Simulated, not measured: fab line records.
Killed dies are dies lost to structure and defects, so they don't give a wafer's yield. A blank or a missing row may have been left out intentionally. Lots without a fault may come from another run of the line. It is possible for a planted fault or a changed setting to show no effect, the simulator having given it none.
Chamber matching :: flow n5-finfet :: 3 sister chambers for N5_BEOL_M12_DEP_53 on pecvd-03
The step deposits SiCN from 3MS/NH3, target thk 30 nm, time 10.5 s. 6 wafers are shown with their chamber, then 9 later ones without.

== EACH WAFER AND ITS CHAMBER ==
wafer: L079.2
chamber: 0
showerhead-vpp-V (V): 1634
showerhead-plenum-p-Torr (Torr): 4.179

wafer: L083.3
chamber: 0
showerhead-vpp-V (V): 1637
showerhead-plenum-p-Torr (Torr): 4.184

wafer: L088.6
chamber: 2
showerhead-vpp-V (V): 1766
showerhead-plenum-p-Torr (Torr): 4.175

wafer: L086.1
chamber: 1
showerhead-vpp-V (V): 1596
showerhead-plenum-p-Torr (Torr): 4.118

wafer: L086.5
chamber: 2
showerhead-vpp-V (V): 1733
showerhead-plenum-p-Torr (Torr): 4.169

wafer: L086.6
chamber: 1
showerhead-vpp-V (V): 1589
showerhead-plenum-p-Torr (Torr): 4.118

== WAFERS WITH NO CHAMBER GIVEN ==
wafer: L087.1
showerhead-vpp-V (V): 1757
showerhead-plenum-p-Torr (Torr): 4.176

wafer: L087.3
showerhead-vpp-V (V): 1636
showerhead-plenum-p-Torr (Torr): 4.177

wafer: L087.6
showerhead-vpp-V (V): 1607
showerhead-plenum-p-Torr (Torr): 4.179

wafer: L092.1
showerhead-vpp-V (V): 1728
showerhead-plenum-p-Torr (Torr): 4.182

wafer: L092.4
showerhead-vpp-V (V): 1615
showerhead-plenum-p-Torr (Torr): 4.192

wafer: L092.6
showerhead-vpp-V (V): 1778
showerhead-plenum-p-Torr (Torr): 4.185

wafer: L090.1
showerhead-vpp-V (V): 1621
showerhead-plenum-p-Torr (Torr): 4.115

wafer: L090.3
showerhead-vpp-V (V): 1781
showerhead-plenum-p-Torr (Torr): 4.178

wafer: L090.4
showerhead-vpp-V (V): 1627
showerhead-plenum-p-Torr (Torr): 4.107

== WHICH CHAMBER EACH ONE RAN IN ==
wafer: L087.1
from the rows above: 2
in truth: 2

wafer: L087.3
from the rows above: 0
in truth: 0

wafer: L087.6
from the rows above: 0
in truth: 0

wafer: L092.1
from the rows above: 2
in truth: 2

wafer: L092.4
from the rows above: 0
in truth: 0

wafer: L092.6
from the rows above: 2
in truth: 2

wafer: L090.1
from the rows above: 1
in truth: 1

wafer: L090.3
from the rows above: 2
in truth: 2

wafer: L090.4
from the rows above: 1
in truth: 1
Placed correctly: 9 of 9. Left unplaced by these rows: 0. Wrongly placed: 0.
How it was worked out, from the rows above alone: a wafer's distance from a chamber is the root of the sum, over the readings, of the square of ((its reading less the chamber's mean) divided by the reading's scatter). The wafer belongs to the nearest chamber; if the next one is less than 2 further off, it can't be placed. The mean given for a chamber averages the wafers shown for that chamber. How the scatter is found: for the shown wafers, subtract from each reading the mean of its chamber, square and add these, divide the total by (wafers less chambers), then take the root.
